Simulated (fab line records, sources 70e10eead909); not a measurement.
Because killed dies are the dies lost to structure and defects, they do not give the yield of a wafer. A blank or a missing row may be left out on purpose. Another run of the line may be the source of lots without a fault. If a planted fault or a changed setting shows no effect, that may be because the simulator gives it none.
fab line records	flow nand_harc	part 1 of 2: steps 1 to 40 of 41
record: lots: 6	wafers: 18	last_day: 34
route steps=1302 shown THIN_TSV@1261 END@1301
lots untouched by any fault: they come from a run of this same line in which no faults occurred
start_h: the number of hours between the record's first day and the start of the first shown wafer of the lot	wait_h: hours from the lot's prior step to this one	" identical to the entry in the row above	L1.1+2: a row that stands for several wafers	- either no value or no given start	* or withheld: withheld	< > ~ a bound
route shown NAME@n: a module of which the file shows steps, and the number in the route of the first	usual: the fault-free wafers' mean and standard deviation	same: alike in all rows	chamber/n: place in a boat	sites: the reading at each site	_std_site: standard deviation across them	_edge_site: mean of outer sites minus mean of inner sites	radius_mm: how far each site lies from the wafer's centre	mask NAME#n: copy n	behind: the tool/chamber that last shaped the wafer	hold: the reason the lot was held/the length of the hold in hours/how it ended	device: the transistor (n, p or np) that didn't switch	end of line: at the end of the route, the tests of the same wafers	a step given without rows: its recipe and nothing more	killed: at the first sort, the dies lost to defects and structure; wafer yield is something else	map: a wafer's dies, marking killed ones x, the rest . and places with no die _
set.NAME: the setting the step ran with; set.NAME@STEP: the setting that earlier step ran with	model.NAME: the simulator's own value behind a step, which no gauge read
a table for each step, a row for each wafer; lots at some steps of the route
services: the hour from which a tool's chamber was out of use, counted from the record's first day as start_h (under 0 if before that day), plus the number of hours and why
== steps ==
step: NHARC_THIN_TSV_DESCUM_14
recipe: time_s: 3	o2_flow_sccm: 200	ar_flow_sccm: 0	bias_power_w: 0	chemistry: O2
usual: drypump_motor_current_A: 5.8/0.36	oes_product_au: 0.999/0.013	rf_vpp_V: 57.7/0.9	showerhead_plenum_p_Torr: 1.88/0.07	throttle_valve_pct: 11.311/0.0086
lot.wafer	tool	chamber	start_h	wait_h	drypump_motor_current_A	oes_product_au	rf_hours_counter_h	rf_vpp_V	showerhead_plenum_p_Torr	throttle_valve_pct
L622.2	rie_diel-02	0	562.61	-	6.6	1.005	8	59.0	1.84	11.310
L622.3	"	1	"	"	5.9	1.008	8	57.1	1.79	11.331
L622.5	"	3	"	"	5.4	0.998	-	57.2	1.91	11.323
L626.1	rie_diel-02	0	593.19	-	6.5	1.000	2	58.0	1.83	11.307
L626.2	"	1	"	"	5.9	1.023	2	57.6	1.79	11.301
L626.3	"	3	"	"	5.4	1.004	2	56.9	1.91	11.295
L627.3	rie_diel-13	2	609.05	-	6.0	0.979	4	55.7	1.81	11.318
L627.5	"	1	"	"	5.7	1.002	-	57.3	1.87	11.303
L627.6	"	2	"	"	6.0	0.989	-	56.7	1.81	11.306
L633.2	rie_diel-02	3	670.45	-	5.4	1.009	7	56.6	1.91	11.321
L633.1	"	0	"	"	6.5	1.008	7	57.5	1.83	11.314
L633.6	"	1	"	"	5.9	1.006	-	57.9	1.79	11.305
L635.3	rie_diel-13	1	683.51	-	5.7	1.013	7	56.2	1.87	11.311
L635.6	"	0	"	"	6.2	0.980	-	59.1	1.95	11.308
L635.5	"	1	"	"	5.7	1.005	-	57.9	1.87	11.294
L645.3	rie_diel-13	3	795.12	-	5.4	0.966	4	59.3	2.00	11.310
L645.1	"	0	"	"	6.2	0.991	4	58.4	1.95	11.301
L645.4	"	2	"	"	6.0	0.986	3	57.2	1.80	11.327
step: NHARC_THIN_TSV_ETCH_44
recipe: target_depth_a: 15942	time_s: 797.1	cf4_flow_sccm: 150	o2_flow_sccm: 10	ar_flow_sccm: 0	rf_w: 300	bias_w: 800	chemistry: CF4/O2
usual: drypump_motor_current_A: 5.8/0.37	oes_product_au: 0.998/0.013	rf_fwd_power_W: 299.7/0.92	rf_vpp_V: 793/3.9	showerhead_plenum_p_Torr: 1.81/0.062	throttle_valve_pct: 16.914/0.0083
lot.wafer	tool	chamber	start_h	wait_h	drypump_motor_current_A	oes_product_au	rf_fwd_power_W	rf_hours_counter_h	rf_vpp_V	showerhead_plenum_p_Torr	throttle_valve_pct
L622.3	rie_diel-02	3	562.75	0.1	5.4	1.006	299.2	8	794	1.83	16.921
L622.2	"	1	"	"	6.0	1.012	298.7	8	786	1.72	16.916
L622.5	"	2	"	"	5.7	1.003	301.4	-	793	1.81	16.918
L626.3	rie_diel-02	3	593.34	0.1	5.4	1.000	298.5	2	795	1.83	16.918
L626.1	"	0	"	"	6.5	0.990	299.9	2	791	1.76	16.921
L626.2	"	1	"	"	5.9	1.019	297.8	2	788	1.72	16.918
L627.3	rie_diel-13	1	609.30	0.2	5.7	1.003	299.0	4	793	1.80	16.912
L627.5	"	2	"	"	6.0	0.995	298.7	-	789	1.74	16.909
L627.6	"	3	"	"	5.4	0.983	299.9	-	799	1.91	16.916
L633.2	rie_diel-02	2	670.52	0.1	5.7	1.018	300.3	7	792	1.80	16.913
L633.1	"	3	"	"	5.4	1.006	299.4	7	794	1.83	16.914
L633.6	"	2	"	"	5.7	1.016	300.2	-	792	1.81	16.923
L635.3	rie_diel-13	1	683.70	0.2	5.7	1.006	299.9	8	792	1.80	16.913
L635.6	"	3	"	"	5.4	0.979	299.8	-	798	1.91	16.906
L635.5	"	0	"	"	6.2	1.002	299.7	-	794	1.86	16.922
L645.4	rie_diel-13	0	795.21	0.1	6.2	0.992	299.4	4	798	1.86	16.922
L645.3	"	1	"	"	5.7	1.002	300.1	3	791	1.80	16.918
L645.1	"	3	"	"	5.4	0.970	300.7	4	800	1.91	16.910
step: NHARC_THIN_TSV_ETCH_15
recipe: target_depth_a: 30000	bosch_target_overetch_cycles: 2	bosch_etch_step_s: 2.8	bosch_dep_step_s: 1.2	bosch_cycles: 14
step: NHARC_THIN_TSV_CD_MEAS_16
usual: cd_nm: 998.8/2.4
lot.wafer	tool	chamber	start_h	wait_h	cd_nm
L622.2	cd_sem-03	-	563.43	0.1	1001.5
L622.3	"	-	"	"	998.6
L622.5	"	-	"	"	999.0
L626.1	cd_sem-02	-	594.00	0.1	999.1
L626.2	"	-	"	"	1003.4
L626.3	"	-	"	"	999.1
L627.3	cd_sem-03	-	609.86	0.1	994.0
L627.5	"	-	"	"	996.0
L627.6	"	-	"	"	996.6
L633.1	cd_sem-03	-	671.23	0.1	998.2
L633.2	"	-	"	"	994.8
L633.6	"	-	"	"	998.2
L635.3	cd_sem-02	-	684.30	0.1	997.0
L635.5	"	-	"	"	1000.6
L635.6	"	-	"	"	999.6
L645.1	cd_sem-01	-	795.92	0.1	1002.0
L645.3	"	-	"	"	998.8
L645.4	"	-	"	"	996.2
step: NHARC_THIN_TSV_STRIP_45
recipe: power_w: 1500	temp_c: 250	chemistry: O2
usual: drypump_motor_current_A: 6.03/0.13	heater_power_w: 331/31
lot.wafer	tool	chamber	start_h	wait_h	drypump_motor_current_A	heater_power_w	rf_hours_counter_h
L622.2	plasma_asher-01	1	563.50	0.1	6.14	336	6
L622.3	"	1	"	"	6.13	340	-
L622.5	"	0	"	"	6.09	353	-
L626.1	plasma_asher-02	0	594.08	0.1	5.81	266	31
L626.2	"	1	"	"	6.11	355	31
L626.3	"	0	"	"	5.83	271	-
L627.3	plasma_asher-01	1	610.08	0.2	6.12	338	-
L627.5	"	0	"	"	6.08	358	-
L627.6	"	1	"	"	6.13	343	-
L633.1	plasma_asher-02	0	671.31	0.1	5.80	279	7
L633.2	"	1	"	"	6.09	329	7
L633.6	"	1	"	"	6.11	328	-
L635.3	plasma_asher-01	0	684.46	0.2	6.10	356	-
L635.5	"	0	"	"	6.08	361	-
L635.6	"	1	"	"	6.13	336	-
L645.1	plasma_asher-01	0	796.05	0.1	6.07	360	18
L645.3	"	1	"	"	6.13	357	-
L645.4	"	0	"	"	6.08	348	-
step: NHARC_THIN_TSV_STRIP_46
recipe: time_s: 1200	temp_c: 72.5	chemistry: post_etch_residue_remover
step: NHARC_THIN_TSV_DEP_47
recipe: target_thk_a: 2000	temp_c: withheld	pressure_torr: 6.5	rf_w: 900	teos_flow_sccm: 161.4	flow_sccm: 2650	target_thk_nm: 200	gas: O2	material: SiO2
step: NHARC_THIN_TSV_ETCHBACK_48
recipe: target_depth_a: 10285	over_etch_frac: 0.3	time_s: 405.17	ion_energy_ev: 250	c4f8_flow_sccm: withheld	ar_flow_sccm: withheld	rf_w: 600	bias_w: 300	chemistry: C4F8/Ar
step: NHARC_THIN_TSV_STRIP_62
recipe: power_w: 1500	temp_c: 250	time_s: 20	chemistry: N2/H2
step: NHARC_THIN_TSV_DEGAS_49
recipe: temp_c: 300	time_s: 120
step: NHARC_THIN_TSV_PRE_CLEAN_50
recipe: time_s: 30	temp_c: 280	gas: H2/He
step: NHARC_THIN_TSV_PVD_19
recipe: target_thk_a: 200	chamber_pressure_pa: 5	material: TaN
step: NHARC_THIN_TSV_PVD_51
recipe: target_thk_a: 1000	chamber_pressure_pa: 5	material: Cu
usual: throttle_valve_pct: 30.1/1
lot.wafer	tool	chamber	start_h	wait_h	throttle_valve_pct
L622.3	pvd_sputter-03	-	565.52	-	29.1
L622.2	"	-	"	"	30.2
L622.5	"	-	"	"	30.6
L626.1	pvd_sputter-01	-	596.16	-	28.6
L626.2	"	-	"	"	30.9
L626.3	"	-	"	"	30.4
L627.3	pvd_sputter-01	-	611.98	-	30.5
L627.6	"	-	"	"	30.9
L627.5	"	-	"	"	29.0
L633.2	pvd_sputter-02	-	673.33	-	30.8
L633.1	"	-	"	"	32.2
L633.6	"	-	"	"	29.3
L635.3	pvd_sputter-03	-	686.41	-	29.1
L635.5	"	-	"	"	28.9
L635.6	"	-	"	"	30.9
L645.4	pvd_sputter-01	-	798.01	-	30.6
L645.3	"	-	"	"	31.6
L645.1	"	-	"	"	30.3
step: NHARC_THIN_TSV_ECD_20
recipe: target_thk_a: 20000	material: Cu
step: NHARC_THIN_TSV_ANNEAL_52
recipe: temp_c: 225	time_s: 90
step: NHARC_THIN_TSV_CMP_21
recipe: t_overpolish_s: 30	target_thk_nm: 2000
step: NHARC_THIN_TSV_SRD_23
step: NHARC_THIN_TSV_DEGAS_53
recipe: temp_c: 300	time_s: 60
usual: heater_power_w: 489/62
lot.wafer	tool	chamber	start_h	wait_h	heater_power_w
L622.3	pvd_sputter-03	-	567.25	0.1	461
L622.2	"	-	"	"	438
L622.5	"	-	"	"	458
L626.1	pvd_sputter-03	-	597.87	0.1	444
L626.3	"	-	"	"	614
L626.2	"	-	"	"	536
L627.3	pvd_sputter-02	-	613.73	0.1	456
L627.5	"	-	"	"	556
L627.6	"	-	"	"	457
L633.1	pvd_sputter-03	-	675.04	0.1	455
L633.2	"	-	"	"	465
L633.6	"	-	"	"	523
L635.3	pvd_sputter-01	-	688.19	0.1	443
L635.5	"	-	"	"	370
L635.6	"	-	"	"	454
L645.3	pvd_sputter-01	-	799.73	0.1	466
L645.4	"	-	"	"	445
L645.1	"	-	"	"	483
step: NHARC_THIN_TSV_PRE_CLEAN_54
recipe: time_s: 30	temp_c: 280	gas: H2/He
step: NHARC_THIN_TSV_PVD_55
recipe: target_thk_a: 500	material: TiN
step: NHARC_THIN_TSV_PVD_24
recipe: target_thk_a: 8000	power_w: withheld	chamber_pressure_pa: withheld	substrate_temp_c: withheld	time_s: withheld	gas: Ar	material: Al
step: NHARC_THIN_TSV_DEHYDRATE_25
recipe: temp_c: 150	time_s: 120
step: NHARC_THIN_TSV_HMDS_26
recipe: time_s: 30
step: NHARC_THIN_TSV_COAT_27
recipe: spin_rpm: *
step: NHARC_THIN_TSV_SOFTBAKE_28
recipe: temp_c: 122	time_s: 95
step: NHARC_THIN_TSV_EBR_29
step: NHARC_THIN_TSV_EXPOSE_30
recipe: na: 0.55	dose_mj: 11.47	mask_id: PAD
step: NHARC_THIN_TSV_PEB_31
recipe: peb_temp_c: 118	peb_time_s: 85
step: NHARC_THIN_TSV_DEVELOP_32
recipe: time_s: 70
step: NHARC_THIN_TSV_CD_MEAS_33
recipe: target_cd_nm: 5000	landing_energy_ev: 500
usual: cd_nm: 5000.0/2.5
lot.wafer	tool	chamber	start_h	wait_h	cd_nm
L622.2	cd_sem-02	0	568.28	-	5003.4
L622.3	"	0	"	"	4998.6
L622.5	"	0	"	"	5002.4
L626.1	cd_sem-01	0	598.88	-	4998.6
L626.2	"	0	"	"	5000.4
L626.3	"	0	"	"	5002.1
L627.3	cd_sem-02	0	614.87	-	5002.4
L627.5	"	0	"	"	5000.2
L627.6	"	0	"	"	5000.7
L633.1	cd_sem-02	0	676.16	-	4999.7
L633.2	"	0	"	"	4998.1
L633.6	"	0	"	"	4999.5
L635.3	cd_sem-03	0	689.31	-	5001.4
L635.5	"	0	"	"	5000.0
L635.6	"	0	"	"	5002.3
L645.1	cd_sem-03	0	800.87	-	4999.7
L645.3	"	0	"	"	4996.6
L645.4	"	0	"	"	5000.6
step: NHARC_THIN_TSV_HARDBAKE_34
recipe: temp_c: 125	time_s: 80
step: NHARC_THIN_TSV_DESCUM_35
recipe: time_s: 3	o2_flow_sccm: 200	ar_flow_sccm: 0	bias_power_w: 0	chemistry: O2
usual: drypump_motor_current_A: 5.8/0.37	oes_product_au: 0.996/0.014	rf_vpp_V: 57.7/0.83	showerhead_plenum_p_Torr: 1.89/0.072	throttle_valve_pct: 11.312/0.0092
lot.wafer	tool	chamber	start_h	wait_h	drypump_motor_current_A	oes_product_au	rf_hours_counter_h	rf_vpp_V	showerhead_plenum_p_Torr	throttle_valve_pct
L622.3	rie_diel-02	3	568.44	-	5.4	1.002	9	57.9	1.91	11.327
L622.2	"	0	"	"	6.5	1.005	9	56.8	1.83	11.298
L622.5	"	3	"	"	5.4	1.001	-	58.5	1.91	11.318
L626.2	rie_diel-02	3	599.04	-	5.4	1.018	3	57.1	1.91	11.306
L626.1	"	0	"	"	6.5	1.006	3	57.2	1.83	11.305
L626.3	"	2	"	"	5.7	1.020	2	58.3	1.88	11.325
L627.3	rie_diel-02	2	615.04	-	5.7	1.016	3	58.1	1.88	11.300
L627.5	"	1	"	"	6.0	1.022	-	57.0	1.79	11.320
L627.6	"	2	"	"	5.7	1.015	-	57.2	1.88	11.319
L633.1	rie_diel-13	1	676.32	-	5.7	0.996	7	58.3	1.87	11.304
L633.2	"	3	"	"	5.4	0.989	7	59.5	2.00	11.327
L633.6	"	1	"	"	5.7	1.002	-	57.1	1.87	11.303
L635.3	rie_diel-01	1	689.46	-	5.4	0.980	5	58.2	1.92	11.312
L635.5	"	1	"	"	5.4	0.978	-	58.1	1.92	11.313
L635.6	"	2	"	"	5.5	0.992	-	58.0	1.99	11.314
L645.3	rie_diel-13	1	801.03	-	5.8	1.004	4	57.1	1.87	11.305
L645.1	"	3	"	"	5.4	0.971	4	58.0	2.00	11.298
L645.4	"	0	"	"	6.1	0.995	4	56.5	1.95	11.287
step: NHARC_THIN_TSV_ETCH_59
recipe: target_depth_a: 8800	icp_w: 900	bias_w: 100	Cl2_flow_sccm: 60	bcl3_flow_sccm: 30	time_s: 138.1	chemistry: Cl2/BCl3
step: NHARC_THIN_TSV_ETCH_36
recipe: target_depth_a: 650	over_etch_frac: 0.3	time_s: 18.571	ion_energy_ev: 150	chemistry: Cl2/BCl3
step: NHARC_THIN_TSV_STRIP_56
recipe: power_w: 1500	temp_c: 250	chemistry: O2
step: NHARC_THIN_TSV_STRIP_57
recipe: time_s: 1200	temp_c: 72.5	chemistry: post_etch_residue_remover
step: NHARC_THIN_TSV_CD_MEAS_37
usual: cd_nm: 4999/3.6
lot.wafer	tool	chamber	start_h	wait_h	cd_nm
L622.2	cd_sem-01	-	569.72	-	5004
L622.3	"	-	"	"	4998
L622.5	"	-	"	"	5001
L626.1	cd_sem-01	-	600.32	-	4997
L626.2	"	-	"	"	5005
L626.3	"	-	"	"	5000
L627.3	cd_sem-01	-	616.39	-	4997
L627.5	"	-	"	"	4996
L627.6	"	-	"	"	4995
L633.1	cd_sem-01	-	677.67	-	4999
L633.2	"	-	"	"	4993
L633.6	"	-	"	"	4998
L635.3	cd_sem-03	-	690.74	-	4997
L635.5	"	-	"	"	5000
L635.6	"	-	"	"	5001
L645.1	cd_sem-02	-	802.31	-	5002
L645.3	"	-	"	"	4995
L645.4	"	-	"	"	4995
step: NHARC_THIN_TSV_ANNEAL_58
recipe: temp_c: 400	time_s: 1800
step: NHARC_THIN_TSV_INSPECT_40
usual: raw_defect_count: 571/94
lot.wafer	tool	chamber	start_h	wait_h	raw_defect_count
L622.2	defect_inspect-02	-	576.89	0.4	403
L622.3	"	-	"	"	503
L622.5	"	-	"	"	579
L626.1	defect_inspect-02	-	604.91	0.4	387
L626.2	"	-	"	"	467
L626.3	"	-	"	"	483
L627.3	defect_inspect-02	-	620.90	0.4	493
L627.5	"	-	"	"	594
L627.6	"	-	"	"	484
L633.1	defect_inspect-02	-	684.37	0.4	609
L633.2	"	-	"	"	547
L633.6	"	-	"	"	615
L635.3	defect_inspect-01	-	695.33	0.4	566
L635.5	"	-	"	"	689
L635.6	"	-	"	"	564
L645.1	defect_inspect-02	-	808.59	0.4	487
L645.3	"	-	"	"	460
L645.4	"	-	"	"	544
step: NHARC_END_WLT_00
usual: VT_DECK1_BOTTOM: 0.872/0.0082	VT_DECK1_BOTTOM_INNER: 0.871/0.0081	VT_DECK1_MEDIAN_NEAR_BOTTOM: 0.873/0.0083	VT_DECK1_MEDIAN_NEAR_BOTTOM_INNER: 0.873/0.0086	VT_DECK1_MIDDLE: 0.885/0.0078	VT_DECK1_MIDDLE_INNER: 0.885/0.0075	VT_DECK1_TOP: 0.897/0.0078	VT_DECK1_TOP_INNER: 0.896/0.007	VT_DECK2_BOTTOM: 0.870/0.01	VT_DECK2_BOTTOM_INNER: 0.870/0.011	VT_DECK2_MEDIAN_NEAR_BOTTOM: 0.871/0.01	VT_DECK2_MEDIAN_NEAR_BOTTOM_INNER: 0.871/0.011	VT_DECK2_MIDDLE: 0.883/0.0091	VT_DECK2_MIDDLE_INNER: 0.883/0.0098	VT_DECK2_TOP: 0.894/0.0091	VT_DECK2_TOP_INNER: 0.895/0.0096
lot.wafer	tool	chamber	start_h	wait_h	VT_DECK1_BOTTOM	VT_DECK1_BOTTOM_INNER	VT_DECK1_MEDIAN_NEAR_BOTTOM	VT_DECK1_MEDIAN_NEAR_BOTTOM_INNER	VT_DECK1_MIDDLE	VT_DECK1_MIDDLE_INNER	VT_DECK1_TOP	VT_DECK1_TOP_INNER	VT_DECK2_BOTTOM	VT_DECK2_BOTTOM_INNER	VT_DECK2_MEDIAN_NEAR_BOTTOM	VT_DECK2_MEDIAN_NEAR_BOTTOM_INNER	VT_DECK2_MIDDLE	VT_DECK2_MIDDLE_INNER	VT_DECK2_TOP	VT_DECK2_TOP_INNER
L622.2	prober-01	-	577.43	0.5	0.855	0.863	0.863	0.856	0.876	0.869	0.873	0.884	0.855	0.858	0.856	0.855	0.869	0.869	0.886	0.881
L622.3	"	-	"	"	0.861	0.854	0.865	0.869	0.880	0.876	0.886	0.885	0.866	0.866	0.866	0.863	0.871	0.882	0.880	0.897
L622.5	"	-	578.93	2.0	0.857	0.856	0.863	0.862	0.873	0.878	0.884	0.888	0.858	0.869	0.870	0.863	0.875	0.886	0.878	0.883
L626.1	prober-01	-	604.95	0.0	0.873	0.871	0.877	0.874	0.886	0.882	0.893	0.898	0.874	0.870	0.875	0.865	0.882	0.880	0.885	0.885
L626.2	"	-	"	"	0.874	0.877	0.871	0.870	0.875	0.876	0.892	0.883	0.862	0.871	0.868	0.865	0.877	0.882	0.884	0.897
L627.5	prober-02	-	622.96	2.1	0.869	0.866	0.870	0.875	0.890	0.875	0.900	0.898	0.867	0.872	0.880	0.875	0.888	0.895	0.901	0.916
L627.6	"	-	"	"	0.881	0.882	0.872	0.879	0.887	0.883	0.904	0.908	0.876	0.871	0.873	0.877	0.883	0.883	0.903	0.907
L633.1	prober-02	-	684.43	0.1	0.877	0.881	0.887	0.880	0.896	0.890	0.899	0.902	0.870	0.879	0.864	0.870	0.883	0.882	0.892	0.887
L633.2	"	-	"	"	0.859	0.860	0.869	0.867	0.874	0.884	0.901	0.885	0.881	0.869	0.874	0.881	0.881	0.887	0.890	0.895
L633.6	"	-	686.92	2.6	0.879	0.875	0.871	0.876	0.885	0.892	0.897	0.905	0.877	0.876	0.876	0.871	0.887	0.893	0.893	0.898
L635.3	prober-02	-	696.39	1.1	0.874	0.876	0.875	0.871	0.877	0.881	0.900	0.902	0.876	0.871	0.887	0.882	0.896	0.898	0.902	0.900
L635.5	"	-	697.39	2.1	0.874	0.873	0.880	0.878	0.886	0.882	0.895	0.893	0.882	0.873	0.879	0.883	0.886	0.903	0.901	0.898
L635.6	"	-	"	"	0.865	0.870	0.870	0.869	0.875	0.880	0.895	0.891	0.887	0.881	0.888	0.876	0.887	0.899	0.904	0.904
L645.1	prober-02	-	808.65	0.1	0.860	0.870	0.856	0.862	0.875	0.881	0.885	0.891	0.874	0.884	0.879	0.869	0.880	0.889	0.885	0.892
L645.3	"	-	"	"	0.861	0.855	0.858	0.858	0.872	0.878	0.884	0.890	0.856	0.859	0.858	0.856	0.875	0.871	0.879	0.879
L645.4	"	-	"	"	0.871	0.871	0.867	0.862	0.880	0.884	0.891	0.895	0.872	0.869	0.872	0.863	0.877	0.878	0.888	0.887
